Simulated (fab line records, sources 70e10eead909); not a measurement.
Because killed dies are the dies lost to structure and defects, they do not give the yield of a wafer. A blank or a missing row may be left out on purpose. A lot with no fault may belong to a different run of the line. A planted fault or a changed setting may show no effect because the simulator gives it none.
fab line records	flow nand-harc
record lots=24	wafers=72	last-day=25
route steps=1159 shown P_M1@317 P_M2@335 P_BONDPAD@376
lots untouched by any fault: they come from a run of this same line in which no faults occurred
start-h: start of the lot's first displayed wafer, in hours after the record's first day	wait-h: hours elapsed since this lot's preceding step	" repeats the value in the row above	L1.1+2: a single row standing in for several wafers	- value missing, or start not given	* or withheld: withheld	< > ~ a bound
route shown NAME@n: NAME is a module with steps in the file, n the number in the route of the first one	usual: mean/standard deviation taken from wafers without a fault	same: alike in all rows	chamber/n: place in a boat	sites: per-site readings	_std_site: the standard deviation of these	_edge_site: mean of outer sites minus mean of inner sites	radius-mm: how far each site lies from the wafer's centre	mask NAME#n: copy n	behind: the most recent tool/chamber to have shaped the wafer	hold: why the lot went on hold/how many hours it stayed there/how the hold came to an end	device: transistor that didn't switch, given as n, p or np	end of line: the route-end tests of the same wafers	step lacking rows: just its recipe	killed: not the wafer's yield, but the dies lost to structure and defects at the first sort	map: a wafer's dies, marking killed ones x, the rest . and places with no die _
set.NAME: the setting as run; set.NAME@STEP: as run at that earlier step	model.NAME: the simulator's own value behind a step, which no gauge read
the route's steps for a sample of lots (tables are steps, rows are wafers)
services: from which hour (start-h, from the record's first day; less than 0 if before it) a tool's chamber was out of use, for how many hours, and why
## steps
# step NHARC_P_M1_DEP_33
# recipe target-thk-a=300	temp-c=370	target-thk-nm=30	pressure-torr=3	flow-sccm=200	rf-w=450	material=SiCN
# usual heater-power-outer-w=332/50	heater-power-w=604/57
lot.wafer	tool	chamber	start-h	wait-h	heater-power-outer-w	heater-power-w
L074.3	pecvd-04	1	114.93	0.1	355	605
L074.1	"	2	"	"	224	480
L074.6	"	2	"	"	234	487
L075.2	pecvd-04	2	133.78	0.1	282	580
L075.3	"	0	"	"	347	607
L075.5	"	2	"	"	291	562
L077.3	pecvd-02	1	137.10	0.1	311	551
L077.6	"	1	"	"	315	567
L077.4	"	0	"	"	300	559
L076.2	pecvd-04	2	137.58	0.1	252	502
L076.6	"	2	"	"	249	520
L076.4	"	1	"	"	386	660
L079.3	pecvd-02	1	147.81	0.1	316	585
L079.2	"	2	"	"	288	575
L079.4	"	2	"	"	287	549
L078.2	pecvd-02	1	148.14	0.1	368	626
L078.5	"	0	"	"	346	615
L078.4	"	1	"	"	371	624
L080.2	pecvd-03	2	160.69	0.1	420	707
L080.3	"	1	"	"	244	494
L080.5	"	2	"	"	413	708
L081.3	pecvd-03	2	163.12	0.1	418	693
L081.1	"	0	"	"	376	681
L081.5	"	0	"	"	375	679
L082.3	pecvd-02	1	173.32	0.1	378	677
L082.1	"	2	"	"	278	566
L082.5	"	1	"	"	401	652
L084.3	pecvd-02	1	188.17	0.1	412	692
L084.4	"	2	"	"	261	525
L084.6	"	0	"	"	350	630
L083.1	pecvd-04	2	188.70	0.1	276	527
L083.3	"	0	"	"	321	556
L083.6	"	0	"	"	326	549
L085.2	pecvd-02	2	203.58	0.1	284	568
L085.1	"	0	"	"	352	632
L085.4	"	2	"	"	280	569
L087.2	pecvd-02	0	209.36	0.1	329	609
L087.3	"	1	"	"	357	601
L087.5	"	2	"	"	260	529
L086.1	pecvd-02	0	210.21	0.1	296	589
L086.3	"	1	"	"	344	618
L086.6	"	1	"	"	350	603
L088.2	pecvd-04	1	212.97	0.1	341	616
L088.4	"	1	"	"	336	619
L088.5	"	0	"	"	304	534
L089.1	pecvd-03	2	224.90	0.1	388	661
L089.3	"	1	"	"	321	602
L089.6	"	1	"	"	325	625
L090.2	pecvd-04	0	226.50	0.1	302	542
L090.6	"	1	"	"	405	680
L090.5	"	0	"	"	305	528
L091.3	pecvd-03	1	228.65	0.1	303	548
L091.1	"	0	"	"	300	588
L091.6	"	2	"	"	383	662
L092.1	pecvd-02	0	228.97	0.1	284	560
L092.3	"	2	"	"	243	501
L092.4	"	0	"	"	291	556
L093.1	pecvd-03	1	240.32	0.1	291	566
L093.5	"	0	"	"	337	657
L093.6	"	2	"	"	380	663
L095.1	pecvd-04	1	240.96	0.1	417	734
L095.3	"	2	"	"	274	545
L095.4	"	1	"	"	427	713
L094.1	pecvd-02	1	241.45	0.1	410	692
L094.2	"	2	"	"	287	590
L094.4	"	1	"	"	415	693
L096.2	pecvd-02	1	253.08	0.1	420	682
L096.6	"	2	"	"	264	521
L096.5	"	0	"	"	363	632
L097.2	pecvd-02	1	255.87	0.1	352	609
L097.5	"	1	"	"	357	602
L097.4	"	0	"	"	345	627
# step NHARC_P_M2_STRIP_18
# recipe power-w=1000	n2-flow-sccm=150	h2-flow-sccm=150	ar-flow-sccm=0	bias-w=0	chemistry=N2/H2
# usual chamber-pressure-mTorr=29.999/0.028	drypump-motor-current-A=5.7/0.48	n2-flow-sccm=149.9/0.46	oes-product-au=0.997/0.011	rf-vpp-V=90.8/1	showerhead-plenum-p-Torr=2.08/0.089	throttle-valve-pct=14.172/0.0087
lot.wafer	tool	chamber	start-h	wait-h	chamber-pressure-mTorr	drypump-motor-current-A	n2-flow-sccm	oes-product-au	rf-hours-counter-h	rf-vpp-V	showerhead-plenum-p-Torr	throttle-valve-pct
L074.1	rie-diel-10	0	116.64	0.1	29.937	6.1	149.5	0.994	36	89.9	2.03	14.178
L074.3	"	2	"	"	30.002	6.6	150.1	0.992	38	88.8	1.89	14.168
L074.6	"	3	"	"	29.979	5.0	150.0	0.993	-	90.5	1.89	14.168
L075.3	rie-diel-06	1	135.53	0.1	29.984	5.3	150.0	0.996	2	90.5	2.10	14.157
L075.2	"	3	"	"	30.051	6.0	150.5	1.023	2	90.3	2.08	14.158
L075.5	"	2	"	"	30.015	5.4	150.2	1.007	-	92.7	2.20	14.183
L077.3	rie-diel-06	2	138.91	0.1	30.040	5.4	150.5	0.998	2	90.6	2.20	14.185
L077.4	"	0	"	"	29.983	5.0	149.6	1.007	2	91.1	2.07	14.172
L077.6	"	2	"	"	29.951	5.4	149.8	1.001	-	89.7	2.20	14.161
L076.4	rie-diel-06	3	139.54	0.1	29.964	6.0	150.0	1.022	2	91.2	2.07	14.170
L076.2	"	0	"	"	29.975	5.0	150.3	1.010	2	89.6	2.07	14.165
L076.6	"	2	"	"	29.987	5.4	149.3	1.003	-	91.4	2.20	14.162
L079.3	rie-diel-07	1	149.61	0.1	29.929	6.2	150.3	0.996	18	90.3	2.01	14.171
L079.2	"	3	"	"	30.014	6.0	149.1	0.993	18	89.5	2.07	14.175
L079.4	"	0	"	"	30.035	6.3	149.8	0.986	18	91.0	2.14	14.164
L078.4	rie-diel-06	3	149.97	0.1	29.998	6.0	149.8	1.017	3	90.1	2.07	14.185
L078.2	"	0	"	"	30.014	5.0	150.0	1.002	2	90.2	2.07	14.167
L078.5	"	2	"	"	30.010	5.4	149.6	1.002	-	91.3	2.20	14.161
L080.2	rie-diel-07	1	162.72	0.1	30.013	6.2	150.0	0.991	19	90.8	2.01	14.164
L080.3	"	3	"	"	30.024	6.0	150.5	1.008	20	90.5	2.07	14.171
L080.5	"	1	"	"	30.015	6.2	150.1	0.992	-	91.6	2.01	14.160
L081.3	rie-diel-10	1	164.91	0.1	30.001	5.8	150.2	1.008	57	90.4	2.08	14.175
L081.1	"	3	"	"	29.949	5.0	150.0	0.979	55	89.0	1.88	14.172
L081.5	"	0	"	"	29.974	6.0	150.2	0.996	-	90.2	2.03	14.191
L082.3	rie-diel-10	3	175.18	0.1	29.979	5.0	150.0	0.995	58	90.3	1.88	14.174
L082.1	"	0	"	"	30.007	6.1	149.9	1.006	54	91.5	2.03	14.183
L082.5	"	2	"	"	30.013	6.6	149.6	1.000	-	88.7	1.89	14.170
L084.3	rie-diel-06	3	189.89	0.1	30.060	5.9	148.7	1.008	4	90.5	2.07	14.152
L084.4	"	2	"	"	29.959	5.4	149.3	1.015	4	91.8	2.20	14.176
L084.6	"	3	"	"	30.025	6.0	149.5	1.007	-	90.1	2.07	14.173
L083.3	rie-diel-06	1	190.39	0.1	29.999	5.4	150.1	0.977	3	90.7	2.10	14.179
L083.1	"	3	"	"	29.985	6.0	150.0	0.990	4	92.0	2.07	14.183
L083.6	"	1	"	"	29.959	5.3	150.3	0.985	-	90.9	2.10	14.176
L085.1	rie-diel-06	1	205.45	0.1	30.004	5.3	150.1	0.993	4	90.2	2.10	14.187
L085.2	"	2	"	"	30.000	5.4	149.3	1.009	4	92.0	2.20	14.182
L085.4	"	3	"	"	29.989	6.0	149.5	1.012	-	89.9	2.07	14.159
L087.2	rie-diel-06	3	211.16	0.1	30.002	6.0	149.6	1.011	4	92.6	2.07	14.175
L087.3	"	1	"	"	29.991	5.3	150.3	0.994	4	90.3	2.10	14.176
L087.5	"	1	"	"	29.992	5.3	150.6	0.996	-	91.3	2.10	14.164
L086.3	rie-diel-06	2	212.32	0.1	29.980	5.4	150.5	1.012	5	90.9	2.20	14.148
L086.1	"	3	"	"	29.981	6.0	149.3	1.002	5	91.3	2.07	14.168
L086.6	"	3	"	"	30.000	6.0	150.3	1.004	-	92.2	2.07	14.173
L088.2	rie-diel-07	1	214.85	0.1	30.023	6.2	149.8	1.005	31	91.0	2.00	14.180
L088.4	"	2	"	"	30.029	5.5	150.8	1.011	31	89.0	1.92	14.179
L088.5	"	1	"	"	30.003	6.2	149.9	0.995	-	89.4	2.00	14.177
L089.3	rie-diel-06	0	226.89	0.1	30.040	5.0	149.7	0.997	4	91.2	2.07	14.185
L089.1	"	1	"	"	30.052	5.3	149.9	0.991	5	91.8	2.10	14.183
L089.6	"	3	"	"	29.983	6.0	149.5	1.006	-	89.5	2.07	14.166
L090.2	rie-diel-10	0	228.40	0.1	30.041	6.1	150.2	0.989	19	90.8	2.02	14.175
L090.5	"	2	"	"	30.043	6.6	149.7	1.002	-	94.2	2.21	14.166
L090.6	"	3	"	"	29.968	5.0	149.7	0.975	-	91.2	2.21	14.169
L091.1	rie-diel-06	3	230.68	0.1	30.009	6.0	150.5	1.007	5	89.8	2.07	14.176
L091.3	"	1	"	"	30.026	5.3	149.9	0.995	5	91.1	2.10	14.185
L091.6	"	0	"	"	30.043	5.0	148.9	0.996	-	89.3	2.07	14.165
L092.3	rie-diel-10	1	230.82	0.1	29.977	5.8	149.6	1.000	18	91.5	2.07	14.178
L092.4	"	3	"	"	29.975	5.0	150.1	0.976	21	90.5	2.21	14.176
L092.1	"	0	"	"	30.031	6.1	150.4	0.981	19	91.4	2.02	14.161
L093.1	rie-diel-07	0	241.95	0.1	30.034	6.3	150.2	0.970	0	91.0	2.14	14.181
L093.5	"	0	"	"	29.970	6.3	149.9	0.972	-	90.7	2.13	14.171
L093.6	"	1	"	"	29.996	6.2	149.7	0.999	-	90.1	2.00	14.159
L095.1	rie-diel-07	1	242.66	0.1	29.982	6.2	149.6	1.014	0	89.1	2.00	14.160
L095.4	"	3	"	"	30.019	6.0	149.5	0.989	0	90.8	2.06	14.178
L095.3	"	0	"	"	30.004	6.3	149.7	0.980	0	90.2	2.13	14.175
L094.2	rie-diel-07	2	243.26	0.1	29.987	5.5	149.3	0.984	0	91.2	1.92	14.190
L094.4	"	3	"	"	30.016	6.0	149.2	0.985	0	91.2	2.06	14.178
L094.1	"	0	"	"	30.015	6.3	150.3	0.977	0	90.2	2.13	14.172
L096.2	rie-diel-10	0	254.90	0.1	29.980	6.1	150.5	0.986	27	91.1	2.02	14.168
L096.6	"	3	"	"	29.966	5.0	151.2	1.007	-	90.4	2.21	14.176
L096.5	"	0	"	"	29.932	6.1	150.4	0.982	-	90.3	2.02	14.168
L097.2	rie-diel-06	1	257.71	0.1	29.997	5.3	149.6	0.983	0	88.9	2.10	14.179
L097.4	"	3	"	"	29.998	5.9	149.1	1.000	0	91.9	2.07	14.177
L097.5	"	1	"	"	30.019	5.3	150.1	0.980	-	91.4	2.10	14.169
# step NHARC_P_M2_ETCH_28
# recipe target-depth-a=300	over-etch-frac=0.3	time-s=72.99	ion-energy-ev=150	cf4-flow-sccm=50	n2-flow-sccm=100	ar-flow-sccm=150	rf-w=300	bias-w=100	chemistry=CF4/N2
# usual chamber-pressure-mTorr=30.00/0.03	drypump-motor-current-A=5.7/0.48	n2-flow-sccm=99.99/0.3	oes-product-au=0.999/0.01	rf-vpp-V=314.8/1.9	showerhead-plenum-p-Torr=2.67/0.11	throttle-valve-pct=19.793/0.0082
lot.wafer	tool	chamber	start-h	wait-h	chamber-pressure-mTorr	drypump-motor-current-A	n2-flow-sccm	oes-product-au	rf-hours-counter-h	rf-vpp-V	showerhead-plenum-p-Torr	throttle-valve-pct
L074.3	rie-diel-10	2	-	-	30.01	6.6	100.20	0.993	38	310.8	2.45	19.794
L074.1	"	3	"	"	30.01	5.0	99.49	0.990	36	311.5	2.45	19.795
L074.6	"	0	"	"	30.00	6.0	99.98	1.000	-	312.4	2.62	19.784
L075.2	rie-diel-06	2	-	-	29.96	5.4	100.27	0.989	2	316.3	2.82	19.806
L075.3	"	1	"	"	29.99	5.4	100.51	0.998	2	316.0	2.70	19.796
L075.5	"	2	"	"	29.97	5.4	99.62	1.011	-	317.0	2.82	19.787
L077.3	rie-diel-06	0	-	-	29.98	5.0	100.11	1.006	2	315.2	2.66	19.796
L077.4	"	1	"	"	30.04	5.3	99.97	0.998	2	315.0	2.70	19.791
L077.6	"	2	"	"	29.97	5.4	99.99	1.010	-	317.5	2.82	19.786
L076.2	rie-diel-06	0	-	-	30.00	5.0	100.36	1.007	2	315.1	2.66	19.793
L076.4	"	3	"	"	30.03	5.9	100.02	1.022	2	313.9	2.67	19.797
L076.6	"	1	"	"	30.02	5.3	100.14	0.999	-	316.4	2.70	19.775
L079.3	rie-diel-07	2	-	-	29.99	5.5	99.58	0.996	17	313.1	2.49	19.811
L079.2	"	3	"	"	29.98	6.0	99.98	0.994	18	314.3	2.66	19.804
L079.4	"	1	"	"	29.96	6.2	99.96	0.992	18	314.3	2.59	19.796
L078.2	rie-diel-06	2	-	-	30.03	5.4	100.04	0.999	3	316.0	2.82	19.801
L078.4	"	3	"	"	30.01	6.0	100.40	1.012	3	313.3	2.67	19.810
L078.5	"	1	"	"	29.99	5.3	99.77	0.989	-	315.1	2.70	19.791
L080.3	rie-diel-07	1	-	-	29.96	6.2	100.04	0.993	19	314.1	2.59	19.790
L080.2	"	2	"	"	29.99	5.5	99.86	1.005	19	310.8	2.49	19.799
L080.5	"	1	"	"	29.98	6.2	100.26	0.998	-	313.6	2.59	19.805
L081.1	rie-diel-10	2	-	-	30.06	6.6	99.68	1.000	57	311.9	2.45	19.800
L081.3	"	3	"	"	30.02	5.0	99.96	0.995	55	311.0	2.44	19.798
L081.5	"	2	"	"	29.99	6.6	100.06	1.006	-	310.4	2.45	19.802
L082.3	rie-diel-10	0	-	-	29.96	6.1	99.88	1.005	54	314.4	2.61	19.778
L082.1	"	2	"	"	30.00	6.6	100.43	1.004	60	311.6	2.44	19.792
L082.5	"	3	"	"	30.00	5.0	100.10	1.002	-	311.3	2.44	19.810
L084.3	rie-diel-06	0	-	-	30.03	5.0	100.02	1.003	4	315.8	2.66	19.791
L084.4	"	2	"	"	29.99	5.4	99.91	1.012	4	317.4	2.82	19.796
L084.6	"	3	"	"	30.04	6.0	100.06	1.015	-	314.4	2.67	19.787
L083.1	rie-diel-06	2	-	-	29.97	5.4	100.20	1.015	4	316.8	2.82	19.787
L083.3	"	1	"	"	29.94	5.3	100.05	0.984	4	315.5	2.70	19.788
L083.6	"	3	"	"	30.07	6.0	100.35	0.996	-	314.3	2.67	19.794
L085.2	rie-diel-06	3	-	-	29.99	5.9	99.51	1.000	4	314.5	2.67	19.780
L085.1	"	2	"	"	29.99	5.4	100.33	1.011	4	317.4	2.82	19.789
L085.4	"	1	"	"	30.01	5.3	99.60	0.993	-	316.4	2.70	19.795
L087.2	rie-diel-06	1	-	-	29.99	5.3	99.96	1.002	4	316.3	2.70	19.790
L087.3	"	2	"	"	30.02	5.4	99.54	1.005	5	317.2	2.82	19.786
L087.5	"	1	"	"	29.99	5.3	100.09	1.001	-	316.1	2.70	19.786
L086.1	rie-diel-06	1	-	-	29.94	5.3	100.17	0.996	4	315.0	2.70	19.802
L086.3	"	3	"	"	30.01	6.0	100.69	1.008	5	314.6	2.67	19.792
L086.6	"	3	"	"	30.00	6.0	100.46	1.000	-	314.3	2.67	19.766
L088.2	rie-diel-07	0	-	-	29.99	6.3	99.11	0.977	31	315.8	2.74	19.788
L088.4	"	2	"	"	30.00	5.5	100.02	1.013	31	311.2	2.49	19.800
L088.5	"	3	"	"	30.05	6.0	99.61	1.011	-	313.9	2.65	19.794
L089.1	rie-diel-06	0	-	-	30.01	5.0	99.83	0.991	4	314.4	2.66	19.795
L089.3	"	3	"	"	29.96	5.9	100.00	1.003	5	314.0	2.67	19.788
L089.6	"	0	"	"	30.06	5.0	100.05	0.994	-	314.9	2.66	19.780
L090.2	rie-diel-10	2	-	-	30.00	6.6	100.08	1.000	19	318.9	2.83	19.780
L090.6	"	1	"	"	29.99	5.8	99.99	1.011	-	314.9	2.67	19.792
L090.5	"	2	"	"	30.01	6.6	100.34	0.992	-	318.4	2.83	19.787
L091.3	rie-diel-06	3	-	-	30.01	5.9	99.49	1.022	6	313.5	2.67	19.790
L091.1	"	0	"	"	30.01	5.0	100.62	1.002	5	314.2	2.66	19.788
L091.6	"	1	"	"	29.99	5.3	100.10	0.990	-	314.4	2.70	19.793
L092.3	rie-diel-10	2	-	-	30.02	6.6	99.97	1.004	20	316.3	2.83	19.794
L092.4	"	3	"	"	30.05	5.0	99.88	0.996	21	317.7	2.83	19.797
L092.1	"	1	"	"	30.02	5.8	99.66	1.007	18	314.4	2.67	19.803
L093.1	rie-diel-07	2	-	-	30.02	5.5	99.85	0.994	0	312.8	2.49	19.783
L093.6	"	1	"	"	30.01	6.2	100.31	0.999	-	313.3	2.58	19.777
L093.5	"	2	"	"	30.00	5.5	100.31	0.994	-	311.6	2.49	19.791
L095.4	rie-diel-07	1	-	-	30.01	6.2	100.58	1.008	0	314.2	2.58	19.800
L095.3	"	3	"	"	29.98	6.0	99.58	0.989	0	315.3	2.65	19.785
L095.1	"	0	"	"	30.00	6.3	100.05	0.984	0	316.8	2.74	19.794
L094.2	rie-diel-07	3	-	-	30.01	6.0	99.62	0.984	0	313.0	2.65	19.784
L094.4	"	0	"	"	29.96	6.3	100.01	0.962	0	316.3	2.74	19.779
L094.1	"	1	"	"	30.04	6.2	99.96	1.003	0	312.6	2.58	19.777
L096.2	rie-diel-10	0	-	-	30.03	6.1	100.00	0.988	27	314.6	2.60	19.788
L096.5	"	1	"	"	29.98	5.7	100.21	0.997	-	314.5	2.66	19.790
L096.6	"	2	"	"	30.03	6.6	99.78	1.001	-	316.0	2.82	19.799
L097.2	rie-diel-06	3	-	-	30.03	6.0	100.05	0.995	0	316.1	2.67	19.785
L097.4	"	0	"	"	29.99	5.0	99.67	0.985	0	314.3	2.66	19.806
L097.5	"	2	"	"	29.96	5.4	100.22	1.000	-	317.9	2.82	19.795
# step NHARC_P_M2_ANNEAL_31
# recipe temp-c=225	time-s=90
# usual wafer_temp_C_max=226.23/0.28
lot.wafer	tool	chamber	start-h	wait-h	wafer_temp_C_max
L074.1	rtp-anneal-01	0	118.06	0.3	226.63
L074.3	"	0	"	"	226.50
L074.6	"	0	"	"	226.20
L075.2	rtp-anneal-01	0	136.97	0.3	226.36
L075.3	"	0	"	"	226.39
L075.5	"	0	"	"	226.34
L077.3	rtp-anneal-02	0	140.42	-	225.92
L077.4	"	0	"	"	226.37
L077.6	"	0	"	"	226.12
L076.2	rtp-anneal-01	0	140.92	-	226.46
L076.4	"	0	"	"	226.41
L076.6	"	0	"	"	226.16
L079.2	rtp-anneal-01	0	151.04	0.3	226.63
L079.3	"	0	"	"	226.34
L079.4	"	0	"	"	226.18
L078.2	rtp-anneal-01	0	151.36	-	226.31
L078.4	"	0	"	"	226.12
L078.5	"	0	"	"	226.26
L080.2	rtp-anneal-01	0	164.13	0.3	226.07
L080.3	"	0	"	"	226.24
L080.5	"	0	"	"	226.41
L081.1	rtp-anneal-02	0	166.26	0.3	226.09
L081.3	"	0	"	"	226.38
L081.5	"	0	"	"	226.27
L082.1	rtp-anneal-01	0	176.50	-	226.05
L082.3	"	0	"	"	226.08
L082.5	"	0	"	"	225.93
L084.3	rtp-anneal-02	0	191.37	0.3	225.92
L084.4	"	0	"	"	225.88
L084.6	"	0	"	"	225.89
L083.1	rtp-anneal-02	0	191.89	0.4	225.98
L083.3	"	0	"	"	226.06
L083.6	"	0	"	"	226.19
L085.1	rtp-anneal-01	0	206.90	0.3	225.95
L085.2	"	0	"	"	226.30
L085.4	"	0	"	"	226.57
L087.2	rtp-anneal-01	0	212.65	0.4	226.10
L087.3	"	0	"	"	225.94
L087.5	"	0	"	"	226.72
L086.1	rtp-anneal-01	0	213.84	-	226.24
L086.3	"	0	"	"	226.16
L086.6	"	0	"	"	225.95
L088.2	rtp-anneal-01	0	216.30	0.3	226.44
L088.4	"	0	"	"	226.22
L088.5	"	0	"	"	226.04
L089.1	rtp-anneal-01	0	228.38	-	226.17
L089.3	"	0	"	"	226.04
L089.6	"	0	"	"	227.08
L090.2	rtp-anneal-02	0	229.89	-	225.97
L090.5	"	0	"	"	226.36
L090.6	"	0	"	"	226.26
L091.1	rtp-anneal-02	0	232.15	-	225.96
L091.3	"	0	"	"	226.13
L091.6	"	0	"	"	226.33
L092.1	rtp-anneal-01	0	232.55	0.3	226.09
L092.3	"	0	"	"	226.24
L092.4	"	0	"	"	226.76
L093.1	rtp-anneal-02	0	243.37	0.3	225.63
L093.5	"	0	"	"	225.90
L093.6	"	0	"	"	226.33
L095.1	rtp-anneal-01	0	244.05	0.3	226.20
L095.3	"	0	"	"	226.13
L095.4	"	0	"	"	226.25
L094.1	rtp-anneal-02	0	244.66	-	226.03
L094.2	"	0	"	"	226.20
L094.4	"	0	"	"	225.81
L096.2	rtp-anneal-02	0	256.47	-	226.09
L096.5	"	0	"	"	226.20
L096.6	"	0	"	"	225.94
L097.2	rtp-anneal-02	0	259.16	0.3	226.26
L097.4	"	0	"	"	226.38
L097.5	"	0	"	"	226.41
# step NHARC_P_M2_CMP_23
# recipe t-overpolish-s=20	target-thk-nm=144.3
# usual motor-current-A=11.5/1	time-to-endpoint-s=27.6/2.4
lot.wafer	tool	chamber	start-h	wait-h	motor-current-A	time-to-endpoint-s
L074.3	cmp-02	3	118.44	-	9.7	27.6
L074.1	"	1	"	"	13.0	28.0
L074.6	"	3	"	"	9.6	25.0
L075.3	cmp-01	1	137.27	-	9.9	30.6
L075.2	"	0	"	"	12.7	24.6
L075.5	"	1	"	"	9.9	30.4
L077.4	cmp-03	0	140.72	-	10.7	28.1
L077.3	"	1	"	"	12.2	32.4
L077.6	"	2	"	"	11.2	27.8
L076.2	cmp-01	0	141.23	-	11.8	23.3
L076.4	"	1	"	"	9.3	27.8
L076.6	"	3	"	"	13.3	26.6
L079.3	cmp-03	2	151.34	-	10.4	29.4
L079.4	"	3	"	"	11.1	26.3
L079.2	"	0	"	"	10.2	27.7
L078.2	cmp-02	2	151.65	-	12.5	26.7
L078.4	"	3	"	"	9.8	27.5
L078.5	"	3	"	"	10.0	27.1
L080.3	cmp-03	0	164.45	-	11.4	28.5
L080.2	"	2	"	"	10.7	29.6
L080.5	"	3	"	"	11.4	25.2
L081.1	cmp-01	1	166.61	-	9.8	34.0
L081.3	"	3	"	"	13.9	31.4
L081.5	"	2	"	"	10.7	27.4
L082.1	cmp-02	1	177.16	-	13.4	28.6
L082.3	"	2	"	"	11.6	26.3
L082.5	"	2	"	"	12.6	26.3
L084.3	cmp-01	0	191.65	-	11.8	24.0
L084.4	"	2	"	"	10.8	23.3
L084.6	"	3	"	"	13.1	25.4
L083.1	cmp-03	2	192.30	-	10.9	27.8
L083.3	"	3	"	"	11.5	24.2
L083.6	"	1	"	"	12.6	29.4
L085.2	cmp-03	0	207.25	-	11.4	28.7
L085.4	"	1	"	"	12.2	27.7
L085.1	"	3	"	"	10.9	22.7
L087.3	cmp-03	3	213.00	-	11.4	23.5
L087.2	"	0	"	"	10.6	29.3
L087.5	"	2	"	"	11.5	28.2
L086.3	cmp-03	0	214.21	-	10.7	29.2
L086.1	"	2	"	"	10.8	27.1
L086.6	"	0	"	"	11.3	25.6
L088.4	cmp-03	3	216.62	-	11.7	26.5
L088.2	"	1	"	"	13.0	31.7
L088.5	"	3	"	"	11.6	24.2
L089.3	cmp-03	2	228.73	-	11.2	29.0
L089.1	"	0	"	"	11.2	27.7
L089.6	"	2	"	"	11.3	28.2
L090.2	cmp-03	0	230.23	-	10.5	26.2
L090.5	"	0	"	"	10.8	26.7
L090.6	"	1	"	"	12.4	31.2
L091.3	cmp-03	2	232.56	-	10.9	27.6
L091.1	"	3	"	"	11.0	24.9
L091.6	"	1	"	"	12.6	29.4
L092.4	cmp-03	0	232.93	-	11.1	28.8
L092.1	"	1	"	"	12.2	29.9
L092.3	"	2	"	"	11.5	28.6
L093.1	cmp-03	3	243.78	-	11.7	23.2
L093.5	"	1	"	"	12.1	30.0
L093.6	"	2	"	"	11.2	28.5
L095.4	cmp-01	2	244.40	-	10.9	24.5
L095.3	"	3	"	"	13.5	27.6
L095.1	"	1	"	"	10.3	30.6
L094.4	cmp-03	0	245.01	-	11.0	26.8
L094.1	"	1	"	"	12.6	31.9
L094.2	"	3	"	"	11.7	22.7
L096.2	cmp-02	1	256.76	-	13.8	29.5
L096.6	"	1	"	"	13.2	29.2
L096.5	"	2	"	"	11.2	28.0
L097.2	cmp-03	1	259.48	-	12.1	29.0
L097.4	"	2	"	"	11.6	24.3
L097.5	"	1	"	"	12.8	28.9
# step NHARC_P_BONDPAD_PVD_17
# recipe target-thk-a=50	bias-v=168.6	power-w=15000	chamber-pressure-pa=0.12	time-s=8.06	substrate-temp-c=50	material=TaN
# usual throttle-valve-pct=29.4/1.3
lot.wafer	tool	chamber	start-h	wait-h	throttle-valve-pct
L074.1	pvd-sputter-01	-	-	-	29.0
L074.3	"	-	"	"	29.2
L074.6	"	-	"	"	29.4
L075.3	pvd-sputter-01	-	-	-	29.3
L075.2	"	-	"	"	29.2
L075.5	"	-	"	"	27.6
L077.3	pvd-sputter-03	-	-	-	30.5
L077.4	"	-	"	"	31.0
L077.6	"	-	"	"	29.5
L076.2	pvd-sputter-01	-	-	-	28.8
L076.4	"	-	"	"	29.3
L076.6	"	-	"	"	27.4
L079.2	pvd-sputter-02	-	-	-	30.0
L079.4	"	-	"	"	29.4
L079.3	"	-	"	"	31.6
L078.2	pvd-sputter-01	-	-	-	27.4
L078.4	"	-	"	"	29.7
L078.5	"	-	"	"	29.7
L080.2	pvd-sputter-02	-	-	-	28.3
L080.3	"	-	"	"	30.2
L080.5	"	-	"	"	29.0
L081.1	pvd-sputter-03	-	-	-	30.4
L081.3	"	-	"	"	27.7
L081.5	"	-	"	"	31.1
L082.1	pvd-sputter-03	-	-	-	30.6
L082.3	"	-	"	"	27.5
L082.5	"	-	"	"	27.5
L084.4	pvd-sputter-02	-	-	-	29.3
L084.3	"	-	"	"	31.8
L084.6	"	-	"	"	29.7
L083.3	pvd-sputter-02	-	-	-	29.4
L083.1	"	-	"	"	28.3
L083.6	"	-	"	"	30.0
L085.2	pvd-sputter-03	-	-	-	27.5
L085.1	"	-	"	"	31.2
L085.4	"	-	"	"	28.9
L087.3	pvd-sputter-01	-	-	-	30.0
L087.2	"	-	"	"	27.0
L087.5	"	-	"	"	29.9
L086.1	pvd-sputter-03	-	-	-	29.4
L086.3	"	-	"	"	30.5
L086.6	"	-	"	"	30.5
L088.2	pvd-sputter-03	-	-	-	31.3
L088.4	"	-	"	"	29.6
L088.5	"	-	"	"	27.3
L089.3	pvd-sputter-01	-	-	-	29.8
L089.1	"	-	"	"	30.5
L089.6	"	-	"	"	30.1
L090.2	pvd-sputter-02	-	-	-	28.0
L090.5	"	-	"	"	29.6
L090.6	"	-	"	"	29.1
L091.3	pvd-sputter-02	-	-	-	29.8
L091.1	"	-	"	"	28.8
L091.6	"	-	"	"	32.0
L092.1	pvd-sputter-01	-	-	-	29.8
L092.3	"	-	"	"	29.2
L092.4	"	-	"	"	29.8
L093.1	pvd-sputter-02	-	-	-	31.6
L093.5	"	-	"	"	29.0
L093.6	"	-	"	"	31.6
L095.4	pvd-sputter-02	-	-	-	27.9
L095.1	"	-	"	"	29.5
L095.3	"	-	"	"	31.8
L094.2	pvd-sputter-01	-	-	-	30.0
L094.1	"	-	"	"	28.8
L094.4	"	-	"	"	29.7
L096.2	pvd-sputter-03	-	-	-	30.3
L096.6	"	-	"	"	29.4
L096.5	"	-	"	"	30.6
L097.4	pvd-sputter-02	-	-	-	28.1
L097.2	"	-	"	"	29.6
L097.5	"	-	"	"	29.6
## services
tool	chamber	start-h	hours	kind
rie-diel-10	0	93.35	2.2	repair
pecvd-03	-	97.92	1.0	repair
pvd-sputter-03	-	102.00	10.0	pm
cmp-03	-	102.36	0.8	repair
pecvd-03	-	111.08	13.0	pm
rie-diel-10	1	114.19	4.5	repair
rie-diel-10	0	129.54	4.9	repair
pecvd-02	-	145.40	0.4	repair
pecvd-04	-	146.80	1.5	repair
pecvd-02	-	153.00	13.0	pm
cmp-03	-	156.00	4.0	pm
pvd-sputter-01	-	158.00	10.0	pm
rie-diel-10	-	176.66	9.0	pm
pecvd-02	-	190.39	1.8	repair
pecvd-04	-	195.16	13.0	pm
rie-diel-06	0	200.43	12.3	repair
pvd-sputter-01	-	210.12	1.1	repair
pvd-sputter-02	-	214.00	10.0	pm
pecvd-02	0	223.33	5.0	repair
rie-diel-07	-	228.20	9.0	pm
cmp-03	-	238.48	1.7	repair
rie-diel-06	-	241.20	9.0	pm
rie-diel-06	2	251.69	4.9	repair
cmp-03	-	254.00	4.0	pm
## key
fault none
